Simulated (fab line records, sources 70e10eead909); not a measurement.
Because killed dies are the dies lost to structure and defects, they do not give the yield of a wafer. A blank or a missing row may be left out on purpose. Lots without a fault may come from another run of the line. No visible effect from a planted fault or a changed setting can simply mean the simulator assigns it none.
Which tool did it? ; flow nand_harc ; 6 lots with 17 wafers sampled at 5 steps, on a route of 1159 steps

== WHAT THE GAUGES READ, wafer by wafer ==
NHARC_END_SORT_01.
lot;measured;on;killed_at_other
L256;day 19 14:54;prober-02;1 1 0
L263;day 22 03:17;prober-01;1 0
L269;day 23 20:14;prober-01;2 3 3
L272;day 24 20:16;prober-01;0 0 0

== WHICH TOOL RAN EACH LOT (tool, then ch and the chambers of the sampled wafers, then the start) ==
lot;NHARC_A_CHANNEL_FILL_D1_ALD_03;NHARC_A_CHANNEL_FILL_D1_STRIP_29;NHARC_A_STAIRCASE_DEP_156;NHARC_A_STAIRCASE_ETCH_169
L254;ald_sin_batch-01 ch 0, day 10 06:34 or earlier;rie_diel-04 ch 1,3, day 10 06:34;pecvd-01 ch 0,2, day 10 13:19;rie_diel-08 ch 1,3, day 10 14:13
L256;ald_sin_batch-02 ch 0, day 11 06:41 or earlier;rie_diel-04 ch 0,2,3, day 11 06:41 or earlier;pecvd-03 ch 1,2, day 11 06:41;rie_diel-09 ch 0,1,2, day 11 07:44
L263;ald_sin_batch-02 ch 0, day 13 01:28 or earlier;rie_diel-10 ch 1,2, day 13 01:28 or earlier;pecvd-04 ch 0,1, day 13 01:28;rie_diel-09 ch 1,3, day 13 02:22
L269;ald_sin_batch-01 ch 0, day 14 18:40 or earlier;rie_diel-04 ch 0,2, day 14 18:40 or earlier;pecvd-01 ch 0,1,2, day 14 18:40;rie_diel-01 ch 0,3, day 14 19:38
L272;ald_sin_batch-02 ch 0, day 15 10:48 or earlier;rie_diel-10 ch 0,1, day 15 10:48 or earlier;pecvd-04 ch 1,2, day 15 10:48;rie_diel-08 ch 1,3, day 15 11:52
L275;ald_sin_batch-02 ch 0, day 15 21:26 or earlier;rie_diel-10 ch 0,2, day 15 21:26 or earlier;pecvd-03 ch 0,1, day 15 21:26;rie_diel-08 ch 1,3, day 15 22:21
- NHARC_A_CHANNEL_FILL_D1_ALD_03: deposits SiNx, target thk 6 nm, pulse time 60 s, ald cycles 58.
- NHARC_A_CHANNEL_FILL_D1_STRIP_29: strips in O2, time 20 s.
- NHARC_A_STAIRCASE_DEP_156: deposits SiNx, target thk 50 nm.
- NHARC_A_STAIRCASE_ETCH_169: etches the open film in CH3F/O2, target depth 50 nm, time 107.1 s.

== THE ANSWER, worked out from the rows above alone ==
Rule: the lots themselves supply what counts as usual. Put in order of their means at a reading, lots are off if they are a third of the lots or fewer, leave a main group of 4 or more, and stand apart from it by a gap of 3 or more times the standard deviation of the main group's means; of several such gaps the widest counts. If all means in a main group match to the digits the tables above print for the reading, that group is not used. A lot without any number at a reading at which 4 lots or more have one is off too. All remaining lots with rows at the step are treated as sound.
Nothing can be told from this: no lot is off at any reading shown.

== WHAT THE SIMULATOR HAD PUT IN ==
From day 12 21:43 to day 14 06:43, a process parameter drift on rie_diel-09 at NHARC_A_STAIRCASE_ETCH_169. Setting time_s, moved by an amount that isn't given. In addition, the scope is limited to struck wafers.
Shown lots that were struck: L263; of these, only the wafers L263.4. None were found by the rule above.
